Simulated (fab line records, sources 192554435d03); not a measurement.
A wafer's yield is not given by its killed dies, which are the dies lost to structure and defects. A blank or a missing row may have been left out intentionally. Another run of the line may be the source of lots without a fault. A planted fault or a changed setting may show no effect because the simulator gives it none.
Split-lot trial	flow n5 finfet	21 wafers read across 7 lots, on a route 1938 steps long

THE SPLIT ITSELF
At N5_MOL_CONTACT_COAG_COAT_64 (time 60 s, resist thk 10 nm), the setting spin rpm was moved away from the recipe's 1500 rpm on 3 of the 21 wafers read, by -8.6% to +9.9%. This setting was run at the recipe's value on the other wafers.

FROM THE SPLIT TO THE READING: what the file shows between them, 7 steps
- N5_MOL_CONTACT_COAG_EXPOSE_37: exposes mask VD, defocus 0 nm (also split here: dose mj)
- N5_MOL_CONTACT_COAG_PEB_38: peb time 60 s
- N5_MOL_CONTACT_COAG_DEVELOP_39: develop time 30 s
- N5_MOL_CONTACT_COAG_DESCUM_45: chemistry O2, time 7 s
- N5_MOL_CONTACT_COAG_ETCH_65: etches underlayer in N2/H2, target depth 13 nm, time 10.4 s
- N5_MOL_CONTACT_COAG_ETCH_66: etches SiARC in CF4, target depth 13 nm, time 21.7 s
- N5_MOL_CONTACT_COAG_ALD_133: deposits SiO2, target thk 5 nm, pulse time 1 s, co reactant pulse time 1 s

THE READING
CAR-EUV_of_MOL_CONTACT_COAG_COAT_34.thk nm (the simulator's own value, which no gauge read), in nm, at N5_MOL_CONTACT_COAG_ETCHBACK_134 (etches SiO2 in CHF3, target depth 10 nm, time 6.7 s). There is no usual value for it anywhere in the file. The 18 wafers here that ran the recipe average 15.6 nm, standard deviation 0.15 nm.

wafer	tool, chamber at the split	spin rpm as run, rpm	against the recipe	CAR-EUV_of_MOL_CONTACT_COAG_COAT_34.thk nm, nm	against lot-mates on the recipe
L075.1	litho track-02, 0	1500	recipe	15.8	-
L075.2	litho track-02, 0	1500	recipe	15.8	-
L075.3	litho track-02, 0	1500	recipe	15.6	-
L076.1	litho track-02, 0	1500	recipe	15.6	-
L076.2	litho track-02, 0	1500	recipe	15.6	-
L076.6	litho track-02, 0	1500	recipe	15.4	-
L077.4	litho track-02, 0	1500	recipe	15.6	-
L077.6	litho track-02, 0	1500	recipe	15.6	-
L077.5	litho track-02, 0	1578	+5.2%	16	+0.4
L080.1	litho track-02, 0	1371	-8.6%	15	-0.5
L080.5	litho track-02, 0	1500	recipe	15.4	-
L080.6	litho track-02, 0	1500	recipe	15.6	-
L085.1	litho track-01, 0	1500	recipe	15.8	-
L085.2	litho track-01, 0	1500	recipe	15.8	-
L085.5	litho track-01, 0	1648	+9.9%	16.2	+0.4
L095.1	litho track-04, 0	1500	recipe	15.4	-
L095.3	litho track-04, 0	1500	recipe	15.4	-
L095.6	litho track-04, 0	1500	recipe	15.4	-
L096.1	litho track-02, 0	1500	recipe	15.8	-
L096.4	litho track-02, 0	1500	recipe	15.6	-
L096.6	litho track-02, 0	1500	recipe	15.6	-

FIT RESULTS
A straight line over all 21 wafers: CAR-EUV_of_MOL_CONTACT_COAG_COAT_34.thk nm changes by +0.0664 nm for each +1% of spin rpm; r = +0.82; the points scatter about the line by 0.15 nm.
The same after taking each lot's own level away (the mean of its wafers on the recipe; 21 wafers): +0.0521 nm for each +1%; r = +0.90; scatter 0.083 nm.
The reading moves by 0.51 nm for the largest change in spin rpm, on that fit.
The span of the lots' own levels, 15.40 to 15.80 nm, comes to 2.7 times the standard deviation stated above.
Hence the slope depends on the lot-to-lot level, as the two fits are not the same.
Check: for one of the wafers moved furthest among these (+9.9%), held out of the fit, the line's prediction against its lot-mates is +0.631 nm. It came out at +0.4 nm against them.

THE OTHER SPLITS THESE WAFERS WENT THROUGH
Note: prior to the reading, these wafers also went through further splits. Each is held against what the fit with the lots' levels taken away leaves over:
other split on the same wafers	wafers away from the commonest value	r with CAR-EUV_of_MOL_CONTACT_COAG_COAT_34.thk nm (lot level and that fit taken away)
N5_SD_EPI_P_PEB_07 peb time s	5	+0.15
N5_SD_EPI_P_ETCH_36 bias w	8	+0.11
N5_MOL_CONTACT_COAG_ETCH_106 source w	3	+0.07
N5_MOL_CONTACT_COAG_EXPOSE_37 dose mj	9	+0.01

THE WHOLE CHAIN: every reading that the file lists as answering this split, in the file's order
step	what it does	reading	change (the file's fit)	r (the file's)
N5_MOL_CONTACT_COAG_COAT_64	time 60 s, resist thk 10 nm	underlayer_of_MOL_CONTACT_COAG_COAT_64.thk nm (the simulator's own value, which no gauge read)	-0.0425 nm for each +1% of the setting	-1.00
N5_MOL_CONTACT_COAG_ETCH_65	etches underlayer in N2/H2, target depth 13 nm, time 10.4 s	CAR-EUV_of_MOL_CONTACT_COAG_COAT_34.thk nm (the simulator's own value, which no gauge read)	+0.0527 nm for each +1% of the setting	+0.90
N5_MOL_CONTACT_COAG_ETCH_65	etches underlayer in N2/H2, target depth 13 nm, time 10.4 s	etch.depth nm (the simulator's own value, which no gauge read)	-0.0485 nm for each +1% of the setting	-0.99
N5_MOL_CONTACT_COAG_ETCHBACK_134	etches SiO2 in CHF3, target depth 10 nm, time 6.7 s	CAR-EUV_of_MOL_CONTACT_COAG_COAT_34.thk nm (the simulator's own value, which no gauge read)	+0.0521 nm for each +1% of the setting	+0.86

FILE'S OWN FIT
CAR-EUV_of_MOL_CONTACT_COAG_COAT_34.thk nm changes by +0.0521 nm for each +1% of spin rpm, r = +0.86.
